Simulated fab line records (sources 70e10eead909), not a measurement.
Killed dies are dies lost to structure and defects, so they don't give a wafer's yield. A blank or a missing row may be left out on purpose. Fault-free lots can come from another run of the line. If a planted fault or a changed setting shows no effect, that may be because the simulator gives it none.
What tool caused it? + flow nandHarc + 72 wafers from 24 lots sampled at 6 of the route's 1302 steps

== WHAT THE GAUGES SHOWED, per wafer ==
The record lacks any reading of a measuring or inspecting step that a usual standard deviation could be used to judge.

== EACH LOT AND THE TOOL THAT RAN IT (in order: tool; ch and the chambers of the sampled wafers; start) ==
| lot  | NHARC_A_WL_FILL_CMP_12        | NHARC_A_CONTACT_DESCUM_74         | NHARC_A_CONTACT_ETCH_130           | NHARC_A_CONTACT_ETCH_106          | NHARC_A_CONTACT_STRIP_82                     | NHARC_A_CONTACT_DEP_84       |
|------|-------------------------------|-----------------------------------|------------------------------------|-----------------------------------|----------------------------------------------|------------------------------|
| L074 | cmp-04 ch 0,1, day 20 21:50   | rieDiel-08 ch 1,3, day 21 23:20   | harCapEtch-02 ch 0, day 22 01:59   | rieDiel-08 ch 1,2,3, day 22 03:50 | rieDiel-08 ch 0,1,3, day 22 06:40 or earlier | aclDep-03 ch 0, day 22 06:40 |
| L076 | cmp-03 ch 0,1, day 21 09:39   | rieDiel-01 ch 0,3, day 22 08:37   | harCapEtch-02 ch 0,1, day 22 11:41 | rieDiel-08 ch 0,1, day 22 13:45   | rieDiel-08 ch 2,3, day 22 15:16 or earlier   | aclDep-02 ch 0, day 22 15:16 |
| L075 | cmp-04 ch 0,2,3, day 21 09:40 | rieDiel-04 ch 2,3, day 22 08:46   | harCapEtch-03 ch 0,1, day 22 11:28 | rieDiel-04 ch 0,2,3, day 22 13:18 | rieDiel-04 ch 1,2,3, day 22 14:16 or earlier | aclDep-03 ch 0, day 22 14:16 |
| L078 | cmp-03 ch 0,2, day 22 17:47   | rieDiel-08 ch 0,1,2, day 23 10:37 | harCapEtch-03 ch 0,1, day 23 13:15 | rieDiel-08 ch 1,3, day 23 15:28   | rieDiel-08 ch 1,3, day 23 18:17 or earlier   | aclDep-01 ch 0, day 23 18:17 |
| L077 | cmp-04 ch 1,2, day 22 17:48   | rieDiel-08 ch 0,1,3, day 23 13:46 | harCapEtch-02 ch 0,1, day 23 16:23 | rieDiel-04 ch 0,2, day 23 18:28   | rieDiel-04 ch 2,3, day 23 21:14 or earlier   | aclDep-02 ch 0, day 23 21:14 |
| L079 | cmp-03 ch 0,2,3, day 23 07:30 | rieDiel-08 ch 0,2,3, day 24 06:54 | harCapEtch-03 ch 0,1, day 24 09:43 | rieDiel-08 ch 0,2,3, day 24 11:32 | rieDiel-08 ch 0,1,2, day 24 15:49 or earlier | aclDep-02 ch 0, day 24 15:49 |
| L080 | cmp-02 ch 0,3, day 23 10:28   | rieDiel-08 ch 2,3, day 24 09:00   | harCapEtch-01 ch 0,1, day 24 11:42 | rieDiel-04 ch 1,2,3, day 24 13:27 | rieDiel-04 ch 0,3, day 24 18:08 or earlier   | aclDep-02 ch 0, day 24 18:08 |
| L081 | cmp-02 ch 0,1,3, day 23 21:42 | rieDiel-08 ch 1,3, day 24 13:59   | harCapEtch-02 ch 0, day 24 16:37   | rieDiel-08 ch 0,1, day 24 18:29   | rieDiel-08 ch 0,3, day 24 19:17 or earlier   | aclDep-02 ch 0, day 24 19:17 |
| L082 | cmp-04 ch 1,2, day 24 20:01   | rieDiel-08 ch 0,3, day 25 13:32   | harCapEtch-02 ch 0,1, day 25 16:10 | rieDiel-08 ch 0,2,3, day 25 17:59 | rieDiel-08 ch 0,3, day 25 18:40 or earlier   | aclDep-03 ch 0, day 25 18:40 |
| L083 | cmp-02 ch 0,1,2, day 24 20:01 | rieDiel-01 ch 0,3, day 25 14:14   | harCapEtch-03 ch 0,1, day 25 16:58 | rieDiel-01 ch 1,3, day 25 18:47   | rieDiel-01 ch 1,3, day 25 20:30 or earlier   | aclDep-02 ch 0, day 25 20:30 |
| L085 | cmp-03 ch 0,2, day 25 23:43   | rieDiel-08 ch 0,1,3, day 26 20:13 | harCapEtch-03 ch 0,1, day 26 23:14 | rieDiel-01 ch 1,2,3, day 27 01:05 | rieDiel-01 ch 0,1,3, day 27 08:25 or earlier | aclDep-02 ch 0, day 27 08:25 |
| L084 | cmp-02 ch 1,2,3, day 25 23:49 | rieDiel-08 ch 1,3, day 26 19:46   | harCapEtch-02 ch 0,1, day 26 22:36 | rieDiel-08 ch 1,2,3, day 27 00:25 | rieDiel-08 ch 1,3, day 27 07:17 or earlier   | aclDep-03 ch 0, day 27 07:17 |
| L086 | cmp-02 ch 0,1, day 26 12:05   | rieDiel-08 ch 0,1,3, day 27 13:03 | harCapEtch-02 ch 1, day 27 15:39   | rieDiel-08 ch 0,1,3, day 27 17:28 | rieDiel-08 ch 2,3, day 27 18:25 or earlier   | aclDep-03 ch 0, day 27 18:25 |
| L087 | cmp-02 ch 0,2, day 26 16:50   | rieDiel-08 ch 0,1,3, day 27 14:18 | harCapEtch-03 ch 0,1, day 27 16:55 | rieDiel-08 ch 1,2, day 27 18:46   | rieDiel-08 ch 1,2,3, day 27 19:25 or earlier | aclDep-02 ch 0, day 27 19:25 |
| L089 | cmp-02 ch 0,2,3, day 27 19:42 | rieDiel-08 ch 0,2,3, day 28 15:49 | harCapEtch-03 ch 0,1, day 28 18:26 | rieDiel-08 ch 0,1,2, day 28 20:16 | rieDiel-08 ch 1,2,3, day 29 08:02 or earlier | aclDep-02 ch 0, day 29 08:02 |
| L090 | cmp-04 ch 1,2, day 28 00:46   | rieDiel-04 ch 0,1, day 28 23:38   | harCapEtch-01 ch 0,1, day 29 02:15 | rieDiel-01 ch 0,1,3, day 29 04:07 | rieDiel-01 ch 0,2,3, day 29 10:49 or earlier | aclDep-01 ch 0, day 29 10:49 |
| L088 | cmp-02 ch 1,2, day 28 03:44   | rieDiel-08 ch 0,2, day 29 05:15   | harCapEtch-02 ch 1, day 29 07:52   | rieDiel-04 ch 0,1,3, day 29 09:43 | rieDiel-04 ch 0,2,3, day 29 14:49 or earlier | aclDep-02 ch 0, day 29 14:49 |
| L093 | cmp-03 ch 0,3, day 28 11:46   | rieDiel-04 ch 0,1,3, day 29 13:56 | harCapEtch-01 ch 0,1, day 29 16:35 | rieDiel-01 ch 0,1,3, day 29 18:23 | rieDiel-01 ch 0,2, day 29 20:35 or earlier   | aclDep-03 ch 0, day 29 20:35 |
| L092 | cmp-04 ch 1,3, day 28 11:47   | rieDiel-01 ch 2,3, day 29 16:14   | harCapEtch-02 ch 1, day 29 19:14   | rieDiel-08 ch 0,1, day 29 21:04   | rieDiel-08 ch 0,2, day 29 22:37 or earlier   | aclDep-03 ch 0, day 29 22:37 |
| L091 | cmp-02 ch 0,1, day 28 15:59   | rieDiel-08 ch 2,3, day 29 21:57   | harCapEtch-01 ch 0,1, day 30 00:37 | rieDiel-08 ch 1,2, day 30 02:26   | rieDiel-08 ch 0,3, day 30 03:56 or earlier   | aclDep-01 ch 0, day 30 03:56 |
| L094 | cmp-04 ch 0,1,3, day 29 18:37 | rieDiel-01 ch 1,2,3, day 30 11:59 | harCapEtch-01 ch 0,1, day 30 14:44 | rieDiel-01 ch 0,1,3, day 30 16:35 | rieDiel-01 ch 1,2,3, day 30 17:47 or earlier | aclDep-03 ch 0, day 30 17:47 |
| L095 | cmp-04 ch 1,2,3, day 29 21:38 | rieDiel-01 ch 0,1,2, day 30 14:23 | harCapEtch-03 ch 0, day 30 17:00   | rieDiel-08 ch 0,2, day 30 18:53   | rieDiel-08 ch 0,3, day 30 20:38 or earlier   | aclDep-02 ch 0, day 30 20:38 |
| L097 | cmp-04 ch 1,2,3, day 30 15:16 | rieDiel-01 ch 0,2,3, day 31 08:14 | harCapEtch-01 ch 0,1, day 31 14:46 | rieDiel-04 ch 1,2, day 31 16:38   | rieDiel-04 ch 1,2,3, day 31 17:22 or earlier | aclDep-02 ch 0, day 31 17:22 |
| L096 | cmp-02 ch 0,1,2, day 30 20:07 | rieDiel-08 ch 0,1, day 31 13:11   | harCapEtch-03 ch 0,1, day 31 15:54 | rieDiel-08 ch 1,2,3, day 31 18:06 | rieDiel-08 ch 1,2, day 31 19:01 or earlier   | aclDep-03 ch 0, day 31 19:01 |
- NHARC_A_WL_FILL_CMP_12: polishes, t overpolish 30 s, target thk 100 nm.
- NHARC_A_CONTACT_DESCUM_74: chemistry O2, time 3 s.
- NHARC_A_CONTACT_ETCH_130: etches the open film in C4F8/O2/Ar, time 197 s, target depth 1918 nm.
- NHARC_A_CONTACT_ETCH_106: etches the open film in CF4/O2, target depth 90 nm, overetch 9 nm, time 49.5 s.
- NHARC_A_CONTACT_STRIP_82: strips in O2.
- NHARC_A_CONTACT_DEP_84: deposits aC, target thk 2800 nm.

== WHAT THE TOOLS THEMSELVES READ (means of the sampled wafers that have a number; where no wafer has one, the mark that the record gives instead) ==
NHARC_A_WL_FILL_CMP_12. Usual: motorCurrentA 11.9 A, standard deviation 1.2; overpolishRunS 30.000 s, standard deviation 0.01; timeToEndpointS 20.2 s, standard deviation 2.6.
| lot  | tool   | motorCurrentA (A) | overpolishRunS (s) | timeToEndpointS (s) | flag |
|------|--------|-------------------|--------------------|---------------------|------|
| L074 | cmp-04 | 13.4              | 30.001             | 19.3                |      |
| L076 | cmp-03 | 11.9              | 30.002             | 18.4                |      |
| L075 | cmp-04 | 12.4              | 30.005             | 24.1                |      |
| L078 | cmp-03 | 13.2              | 29.997             | 17.3                |      |
| L077 | cmp-04 | 12.7              | 30.006             | 20.5                |      |
| L079 | cmp-03 | 13.1              | 30.003             | 15.7                |      |
| L080 | cmp-02 | 11.2              | 29.994             | 21.6                |      |
| L081 | cmp-02 | 11.1              | 30.005             | 19.0                |      |
| L082 | cmp-04 | 11.6              | 29.997             | 19.3                |      |
| L083 | cmp-02 | 11.2              | 30.006             | 19.1                |      |
| L085 | cmp-03 | 14.1              | 30.000             | 15.8                |      |
| L084 | cmp-02 | 11.5              | 30.009             | 21.7                |      |
| L086 | cmp-02 | 10.5              | 29.993             | 19.0                |      |
| L087 | cmp-02 | 11.2              | 30.002             | 18.6                |      |
| L089 | cmp-02 | 11.8              | 29.993             | 18.0                |      |
| L090 | cmp-04 | 11.6              | 30.000             | 18.7                |      |
| L088 | cmp-02 | 12.3              | 29.990             | 21.4                |      |
| L093 | cmp-03 | 11.8              | 29.991             | 19.6                |      |
| L092 | cmp-04 | 12.6              | 30.000             | 20.7                |      |
| L091 | cmp-02 | 10.5              | 30.004             | 21.6                |      |
| L094 | cmp-04 | 13.0              | 30.012             | 21.4                |      |
| L095 | cmp-04 | 11.6              | 30.005             | 21.4                |      |
| L097 | cmp-04 | 11.7              | 29.996             | 21.2                |      |
| L096 | cmp-02 | 11.5              | 30.001             | 22.0                |      |

NHARC_A_CONTACT_DESCUM_74. Usual: drypumpMotorCurrentA 6.0 A, standard deviation 0.46; oesProductAu 0.997 a.u., standard deviation 0.0099; rfVppV 57.6 V, standard deviation 0.87; showerheadPlenumPTorr 1.88 Torr, standard deviation 0.061; throttleValvePct 11.311 %, standard deviation 0.0095.
| lot  | tool       | drypumpMotorCurrentA (A) | oesProductAu (a.u.) | rfVppV (V) | showerheadPlenumPTorr (Torr) | throttleValvePct (%) | flag |
|------|------------|--------------------------|---------------------|------------|------------------------------|----------------------|------|
| L074 | rieDiel-08 | 6.5                      | 1.002               | 57.1       | 1.89                         | 11.307               |      |
| L076 | rieDiel-01 | 5.7                      | 1.011               | 57.7       | 1.89                         | 11.304               |      |
| L075 | rieDiel-04 | 5.2                      | 1.003               | 58.2       | 1.95                         | 11.309               |      |
| L078 | rieDiel-08 | 6.0                      | 0.989               | 57.6       | 1.86                         | 11.313               |      |
| L077 | rieDiel-08 | 6.2                      | 1.004               | 57.2       | 1.87                         | 11.316               |      |
| L079 | rieDiel-08 | 5.9                      | 0.996               | 58.2       | 1.86                         | 11.310               |      |
| L080 | rieDiel-08 | 5.9                      | 0.988               | 57.6       | 1.86                         | 11.305               |      |
| L081 | rieDiel-08 | 6.5                      | 0.994               | 57.5       | 1.89                         | 11.316               |      |
| L082 | rieDiel-08 | 5.9                      | 0.998               | 57.1       | 1.86                         | 11.310               |      |
| L083 | rieDiel-01 | 5.7                      | 1.004               | 57.0       | 1.88                         | 11.319               |      |
| L085 | rieDiel-08 | 6.2                      | 0.999               | 58.5       | 1.87                         | 11.330               |      |
| L084 | rieDiel-08 | 6.6                      | 0.992               | 57.3       | 1.88                         | 11.312               |      |
| L086 | rieDiel-08 | 6.2                      | 0.988               | 57.1       | 1.87                         | 11.316               |      |
| L087 | rieDiel-08 | 6.3                      | 1.002               | 57.7       | 1.87                         | 11.316               |      |
| L089 | rieDiel-08 | 5.9                      | 0.999               | 57.8       | 1.86                         | 11.312               |      |
| L090 | rieDiel-04 | 6.0                      | 0.996               | 58.6       | 1.93                         | 11.311               |      |
| L088 | rieDiel-08 | 5.6                      | 0.994               | 58.2       | 1.84                         | 11.306               |      |
| L093 | rieDiel-04 | 6.0                      | 0.992               | 58.1       | 1.99                         | 11.315               |      |
| L092 | rieDiel-01 | 5.8                      | 0.998               | 57.9       | 1.81                         | 11.320               |      |
| L091 | rieDiel-08 | 6.0                      | 0.991               | 57.4       | 1.85                         | 11.309               |      |
| L094 | rieDiel-01 | 5.7                      | 0.997               | 56.7       | 1.87                         | 11.315               |      |
| L095 | rieDiel-01 | 5.7                      | 1.006               | 57.3       | 1.92                         | 11.300               |      |
| L097 | rieDiel-01 | 5.8                      | 1.011               | 57.3       | 1.85                         | 11.301               |      |
| L096 | rieDiel-08 | 6.3                      | 1.003               | 58.2       | 1.86                         | 11.301               |      |

NHARC_A_CONTACT_ETCH_130. Usual: oesAirLineAu at 0.997 a.u., with a standard deviation of 0.019.
| lot  | tool          | oesAirLineAu (a.u.) | flag |
|------|---------------|---------------------|------|
| L074 | harCapEtch-02 | 1.029               |      |
| L076 | harCapEtch-02 | 1.004               |      |
| L075 | harCapEtch-03 | 0.987               |      |
| L078 | harCapEtch-03 | 0.990               |      |
| L077 | harCapEtch-02 | 0.984               |      |
| L079 | harCapEtch-03 | 0.990               |      |
| L080 | harCapEtch-01 | 0.985               |      |
| L081 | harCapEtch-02 | 0.999               |      |
| L082 | harCapEtch-02 | 0.995               |      |
| L083 | harCapEtch-03 | 1.021               |      |
| L085 | harCapEtch-03 | 0.984               |      |
| L084 | harCapEtch-02 | 0.982               |      |
| L086 | harCapEtch-02 | 0.981               |      |
| L087 | harCapEtch-03 | 0.976               |      |
| L089 | harCapEtch-03 | 0.988               |      |
| L090 | harCapEtch-01 | 1.000               |      |
| L088 | harCapEtch-02 | 1.017               |      |
| L093 | harCapEtch-01 | 0.993               |      |
| L092 | harCapEtch-02 | 0.985               |      |
| L091 | harCapEtch-01 | 0.997               |      |
| L094 | harCapEtch-01 | 1.017               |      |
| L095 | harCapEtch-03 | 0.998               |      |
| L097 | harCapEtch-01 | 1.008               |      |
| L096 | harCapEtch-03 | 0.988               |      |

NHARC_A_CONTACT_ETCH_106. Usual: drypumpMotorCurrentA 5.9 A, standard deviation 0.47; oes_f_703_au 1.000 a.u., standard deviation 0.0046; oesProductAu 0.997 a.u., standard deviation 0.011; rfVppV 197.5 V, standard deviation 1.2; showerheadPlenumPTorr 1.32 Torr, standard deviation 0.05; throttleValvePct 13.397 %, standard deviation 0.0089.
| lot  | tool       | drypumpMotorCurrentA (A) | oes_f_703_au (a.u.) | oesProductAu (a.u.) | rfVppV (V) | showerheadPlenumPTorr (Torr) | throttleValvePct (%) | flag |
|------|------------|--------------------------|---------------------|---------------------|------------|------------------------------|----------------------|------|
| L074 | rieDiel-08 | 6.2                      | 1.005               | 0.988               | 197.6      | 1.31                         | 13.394               |      |
| L076 | rieDiel-08 | 6.0                      | 1.000               | 1.005               | 197.5      | 1.30                         | 13.400               |      |
| L075 | rieDiel-04 | 5.7                      | 0.999               | 1.009               | 198.3      | 1.37                         | 13.385               |      |
| L078 | rieDiel-08 | 6.6                      | 0.998               | 0.992               | 197.4      | 1.32                         | 13.401               |      |
| L077 | rieDiel-04 | 6.2                      | 1.001               | 1.001               | 200.1      | 1.43                         | 13.398               |      |
| L079 | rieDiel-08 | 5.9                      | 1.000               | 0.995               | 197.5      | 1.30                         | 13.392               |      |
| L080 | rieDiel-04 | 5.5                      | 0.995               | 1.007               | 198.8      | 1.39                         | 13.394               |      |
| L081 | rieDiel-08 | 5.9                      | 0.997               | 0.990               | 196.9      | 1.30                         | 13.402               |      |
| L082 | rieDiel-08 | 5.9                      | 1.000               | 0.995               | 197.1      | 1.30                         | 13.391               |      |
| L083 | rieDiel-01 | 5.7                      | 1.000               | 1.006               | 197.0      | 1.29                         | 13.393               |      |
| L085 | rieDiel-01 | 5.8                      | 1.004               | 1.000               | 197.1      | 1.31                         | 13.393               |      |
| L084 | rieDiel-08 | 6.3                      | 1.003               | 0.984               | 197.4      | 1.30                         | 13.400               |      |
| L086 | rieDiel-08 | 6.2                      | 1.003               | 0.994               | 196.7      | 1.30                         | 13.398               |      |
| L087 | rieDiel-08 | 6.3                      | 1.002               | 0.989               | 197.3      | 1.30                         | 13.399               |      |
| L089 | rieDiel-08 | 6.0                      | 1.002               | 1.000               | 196.7      | 1.30                         | 13.401               |      |
| L090 | rieDiel-01 | 5.7                      | 0.999               | 1.007               | 197.1      | 1.32                         | 13.406               |      |
| L088 | rieDiel-04 | 6.0                      | 0.998               | 1.001               | 198.7      | 1.39                         | 13.398               |      |
| L093 | rieDiel-01 | 5.7                      | 1.003               | 1.010               | 197.4      | 1.32                         | 13.391               |      |
| L092 | rieDiel-08 | 6.3                      | 0.994               | 0.999               | 196.2      | 1.30                         | 13.404               |      |
| L091 | rieDiel-08 | 6.3                      | 1.000               | 0.984               | 197.6      | 1.30                         | 13.403               |      |
| L094 | rieDiel-01 | 5.6                      | 1.000               | 1.001               | 198.0      | 1.31                         | 13.389               |      |
| L095 | rieDiel-08 | 5.7                      | 0.998               | 0.989               | 197.2      | 1.29                         | 13.397               |      |
| L097 | rieDiel-04 | 5.3                      | 0.998               | 1.006               | 198.9      | 1.37                         | 13.388               |      |
| L096 | rieDiel-08 | 6.3                      | 0.995               | 1.001               | 196.4      | 1.30                         | 13.396               |      |

NHARC_A_CONTACT_STRIP_82. Usual: drypumpMotorCurrentA 5.9 A, standard deviation 0.47; oesProductAu 0.997 a.u., standard deviation 0.011; rfVppV 57.7 V, standard deviation 0.93; showerheadPlenumPTorr 3.49 Torr, standard deviation 0.12; throttleValvePct 17.037 %, standard deviation 0.0092.
| lot  | tool       | drypumpMotorCurrentA (A) | oesProductAu (a.u.) | rfVppV (V) | showerheadPlenumPTorr (Torr) | throttleValvePct (%) | flag |
|------|------------|--------------------------|---------------------|------------|------------------------------|----------------------|------|
| L074 | rieDiel-08 | 6.2                      | 1.000               | 57.4       | 3.47                         | 17.043               |      |
| L076 | rieDiel-08 | 6.2                      | 0.996               | 57.3       | 3.46                         | 17.035               |      |
| L075 | rieDiel-04 | 5.5                      | 1.009               | 57.9       | 3.50                         | 17.033               |      |
| L078 | rieDiel-08 | 6.6                      | 0.999               | 57.9       | 3.47                         | 17.040               |      |
| L077 | rieDiel-04 | 5.2                      | 1.008               | 58.7       | 3.76                         | 17.038               |      |
| L079 | rieDiel-08 | 6.0                      | 0.989               | 58.2       | 3.44                         | 17.042               |      |
| L080 | rieDiel-04 | 6.3                      | 1.002               | 58.5       | 3.78                         | 17.040               |      |
| L081 | rieDiel-08 | 5.9                      | 0.993               | 58.1       | 3.44                         | 17.030               |      |
| L082 | rieDiel-08 | 6.2                      | 0.993               | 58.1       | 3.46                         | 17.041               |      |
| L083 | rieDiel-01 | 5.7                      | 0.994               | 58.0       | 3.53                         | 17.034               |      |
| L085 | rieDiel-01 | 5.7                      | 1.006               | 57.3       | 3.49                         | 17.034               |      |
| L084 | rieDiel-08 | 6.6                      | 0.993               | 57.5       | 3.47                         | 17.040               |      |
| L086 | rieDiel-08 | 6.0                      | 0.991               | 57.3       | 3.43                         | 17.029               |      |
| L087 | rieDiel-08 | 6.3                      | 0.996               | 56.9       | 3.45                         | 17.040               |      |
| L089 | rieDiel-08 | 6.3                      | 0.988               | 57.5       | 3.45                         | 17.036               |      |
| L090 | rieDiel-01 | 5.8                      | 0.994               | 57.6       | 3.43                         | 17.031               |      |
| L088 | rieDiel-04 | 5.8                      | 0.999               | 57.8       | 3.75                         | 17.036               |      |
| L093 | rieDiel-01 | 5.8                      | 0.998               | 57.7       | 3.47                         | 17.042               |      |
| L092 | rieDiel-08 | 5.6                      | 1.000               | 56.8       | 3.41                         | 17.036               |      |
| L091 | rieDiel-08 | 6.2                      | 1.004               | 57.8       | 3.45                         | 17.039               |      |
| L094 | rieDiel-01 | 5.8                      | 0.996               | 57.9       | 3.46                         | 17.047               |      |
| L095 | rieDiel-08 | 6.2                      | 1.003               | 57.6       | 3.45                         | 17.043               |      |
| L097 | rieDiel-04 | 5.5                      | 0.995               | 58.4       | 3.64                         | 17.032               |      |
| L096 | rieDiel-08 | 6.3                      | 0.996               | 57.9       | 3.43                         | 17.037               |      |

NHARC_A_CONTACT_DEP_84. Usual: throttleValvePct at 35.000 %, with a standard deviation of 0.0092.
| lot  | tool      | throttleValvePct (%) | flag |
|------|-----------|----------------------|------|
| L074 | aclDep-03 | 35.006               |      |
| L076 | aclDep-02 | 35.008               |      |
| L075 | aclDep-03 | 35.000               |      |
| L078 | aclDep-01 | 34.997               |      |
| L077 | aclDep-02 | 35.008               |      |
| L079 | aclDep-02 | 34.999               |      |
| L080 | aclDep-02 | 34.992               |      |
| L081 | aclDep-02 | 35.003               |      |
| L082 | aclDep-03 | 34.999               |      |
| L083 | aclDep-02 | 35.011               |      |
| L085 | aclDep-02 | 34.993               |      |
| L084 | aclDep-03 | 35.002               |      |
| L086 | aclDep-03 | 35.010               |      |
| L087 | aclDep-02 | 34.994               |      |
| L089 | aclDep-02 | 34.999               |      |
| L090 | aclDep-01 | 35.001               |      |
| L088 | aclDep-02 | 34.998               |      |
| L093 | aclDep-03 | 35.000               |      |
| L092 | aclDep-03 | 35.008               |      |
| L091 | aclDep-01 | 34.994               |      |
| L094 | aclDep-03 | 35.007               |      |
| L095 | aclDep-02 | 34.997               |      |
| L097 | aclDep-02 | 34.993               |      |
| L096 | aclDep-03 | 34.996               |      |

== THE ANSWER, worked out from the rows above alone ==
Rule: take the mean of a lot's wafers that have a number; if it is more than 3 standard deviations from the usual mean, the lot is off. Also off: a lot with no number at a reading for which 4 or more lots have one. All remaining lots with rows at the step are treated as sound. The gauges are gone through in route order, then the tools' own readings, and for those a lot's mean is taken as printed above. The first step at which some lot is off is used, and at that step the reading that is off furthest; a lot without a number counts as furthest.
Across all readings shown, no lot is off: no conclusion can be drawn from this.

== WHAT THE SIMULATOR PUT IN ==
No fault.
